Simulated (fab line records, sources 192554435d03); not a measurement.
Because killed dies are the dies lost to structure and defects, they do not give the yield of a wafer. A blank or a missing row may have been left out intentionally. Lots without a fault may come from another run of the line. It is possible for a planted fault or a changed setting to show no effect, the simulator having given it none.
Which tool is to blame? / flow n5-finfet / Sampling: 12 lots, 36 wafers, 2 of 1938 route steps

## WHAT EACH GAUGE READ, for each wafer
N5_BEOL_M9_CD_MEAS_11 targets a cd of 64.1 nm.
lot=L075; measured=day 9 17:11; on=cd-sem-01; cd-nm (nm)=64.0 64.0 64.1
lot=L077; measured=day 10 03:01; on=cd-sem-03; cd-nm (nm)=64.3 65.0 64.1
lot=L079; measured=day 10 17:37; on=cd-sem-01; cd-nm (nm)=64.6 64.6 64.7
lot=L082; measured=day 11 08:19; on=cd-sem-03; cd-nm (nm)=65.2 64.4 64.0
lot=L083; measured=day 11 17:57; on=cd-sem-02; cd-nm (nm)=64.0 64.3 63.9
lot=L086; measured=day 12 04:58; on=cd-sem-01; cd-nm (nm)=63.6 63.8 63.4
lot=L087; measured=day 12 17:34; on=cd-sem-01; cd-nm (nm)=64.3 63.9 64.2
lot=L089; measured=day 12 22:51; on=cd-sem-01; cd-nm (nm)=63.7 63.8 64.1
lot=L091; measured=day 14 00:23; on=cd-sem-02; cd-nm (nm)=63.9 65.0 64.3
lot=L093; measured=day 14 04:25; on=cd-sem-01; cd-nm (nm)=64.0 64.4 64.3
lot=L095; measured=day 14 19:47; on=cd-sem-02; cd-nm (nm)=63.9 64.1 64.9
lot=L096; measured=day 15 07:29; on=cd-sem-01; cd-nm (nm)=64.0 64.1 64.6

## WHAT TOOL EACH LOT RAN ON (gives the tool, then ch and the chambers of the sampled wafers, and finally the start)
lot=L075; N5_BEOL_M8_ALD_77=ald-metal-02 ch 0,3, day 9 13:18
lot=L077; N5_BEOL_M8_ALD_77=ald-metal-04 ch 1,2,3, day 9 23:02
lot=L079; N5_BEOL_M8_ALD_77=ald-metal-04 ch 0,2,3, day 10 13:35
lot=L082; N5_BEOL_M8_ALD_77=ald-metal-02 ch 0,1,2, day 11 02:54
lot=L083; N5_BEOL_M8_ALD_77=ald-metal-04 ch 0,2,3, day 11 12:14
lot=L086; N5_BEOL_M8_ALD_77=ald-metal-02 ch 0,2,3, day 12 01:41
lot=L087; N5_BEOL_M8_ALD_77=ald-metal-02 ch 0,2,3, day 12 11:18
lot=L089; N5_BEOL_M8_ALD_77=ald-metal-02 ch 1,2, day 12 19:28
lot=L091; N5_BEOL_M8_ALD_77=ald-metal-01 ch 1,3, day 13 19:31
lot=L093; N5_BEOL_M8_ALD_77=ald-metal-04 ch 0,2,3, day 14 00:27
lot=L095; N5_BEOL_M8_ALD_77=ald-metal-04 ch 1,2,3, day 14 16:13
lot=L096; N5_BEOL_M8_ALD_77=ald-metal-02 ch 0,1,2, day 15 03:22
- N5_BEOL_M8_ALD_77: deposits TaN, target thk 2 nm, pulse time 2 s, purge time 3 s.

## THE ANSWER, worked out from the rows above alone
Rule: the lots themselves supply what counts as usual. The widest of any qualifying gaps counts: lots, ordered by their means at a reading, are off when they make up no more than a third of the lots, leave a main group of 4 or more, and stand apart from it by 3 or more times the standard deviation of that group's means. A main group is skipped when, at the precision printed for the reading in the tables above, its means are all equal. Also off: a lot with no number at a reading for which 4 or more lots have one. Where the step has rows for the other lots, those lots are counted as sound.
Nothing can be told from this: no lot is off at any reading shown.

## WHAT THE SIMULATOR HAD PUT IN
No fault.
